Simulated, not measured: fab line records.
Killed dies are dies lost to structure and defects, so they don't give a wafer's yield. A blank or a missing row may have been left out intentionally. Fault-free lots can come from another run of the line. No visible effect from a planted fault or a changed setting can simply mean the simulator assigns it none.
Code-filled problem report in 8D (eight disciplines) form :: flow n5_finfet :: the parts of the form that need people (team, actions taken, sign-off) are left out

1. THE ISSUE
Mean of cf4_flow_sccm at N5_BEOL_M9_ETCH_65: 77.8 sccm over 2 wafers from 1 lot, against 100.0 sccm (standard deviation 0.32) on wafers with no fault. Relative to the usual mean, that is a shift of -69 standard deviations.
The step: etches SiARC in CF4, target depth 15.6 nm, time 26 s.
First seen on wafer L308.1, day 13 17:50, on rie_diel-06. The record holds 30 wafers of 10 lots with a number at this step. By rule, "out" or "out of limits" means more than 4 standard deviations away from the usual mean. All remaining wafers that have a number are taken as sound.

2. WHAT IT IS, WHAT IT ISN'T
question: which readings at this step
is: cf4_flow_sccm
is not: chamber_pressure_mTorr, drypump_motor_current_A, etch_rf_on_time_s, oes_product_au, throttle_valve_pct

question: which lots
is: L308
is not: L296, L297, L298, L300, L301, L305, L312, L314, L319

question: which wafers of those lots
is: L308.1, L308.5
is not: L308.4

question: read on which tools
is: rie_diel-06
is not: rie_diel-02, rie_diel-05

question: when
is: from day 13 17:50
is not: up to then (19 sound wafers); but 9 sound wafers of L312, L314, L319 came after

3. WHAT RULES OUT EACH SUSPECT
Counting: if a tool at a process step up to the reading ran every lot that is out, it stays a suspect. Sound lots after the first of them don't rule it out here, since some wafers of a struck lot are sound.
- rie_diel-02 at N5_BEOL_M9_ETCH_62 (etches SOC in N2/H2, target depth 110 nm, overetch 22 nm, time 165 s): kept. It processed L308, the lot that is out, at day 13 15:29, and its most recent sound lot before then was L297 at day 10 20:16.
- rie_diel-06 at N5_BEOL_M9_ETCH_65 (etches SiARC in CF4, target depth 15.6 nm, time 26 s): kept. It processed L308, the lot that is out, at day 13 17:50, and its most recent sound lot before then was L297 at day 10 22:26. Out on those wafers are its own readings of cf4_flow_sccm.
- Within rie_diel-02 at N5_BEOL_M9_ETCH_62: the wafers that are out ran in chambers 0, 3; their sound lot-mates ran in chamber 1.
- Within rie_diel-06 at N5_BEOL_M9_ETCH_65: the wafers that are out ran in chamber 1; their sound lot-mates ran in chamber 0.
The count leaves rie_diel-06 at N5_BEOL_M9_ETCH_65 and rie_diel-02 at N5_BEOL_M9_ETCH_62.

4. THE CAUSE (what the simulator had put in)
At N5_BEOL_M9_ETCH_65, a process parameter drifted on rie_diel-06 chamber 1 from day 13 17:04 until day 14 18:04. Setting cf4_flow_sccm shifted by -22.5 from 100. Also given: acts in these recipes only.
2 suspects survive the count, and this tool is in that group.

5. SEQUENCE OF EFFECTS, ordered by route
Rows list readings where the struck wafers' mean (over those with a number) sits beyond 3 standard deviations from the usual. Only readings for which the record gives a usual standard deviation are gone through. hours: the time from each lot's start at the first step in this table that gives one to its start at this step, as a median over the lots. sigmas: the change in usual standard deviations.
hours: 0
step: N5_BEOL_M9_ETCH_65
reading: cf4_flow_sccm
usual: 100.0 sccm
on struck wafers: 77.8
change: -22.2
sigmas: -69

hours: 0
step: N5_BEOL_M9_ETCH_65
reading: showerhead_plenum_p_Torr
usual: 2.13 Torr
on struck wafers: 1.83
change: -0.30
sigmas: -3.5
Its process steps:
- N5_BEOL_M9_ETCH_65: etches SiARC in CF4, target depth 15.6 nm, time 26 s.

6. WHAT WOULD HAVE CAUGHT IT SOONER
In this record the first reading out of limits was taken at day 13 17:50, 1 hour after the fault began at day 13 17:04.
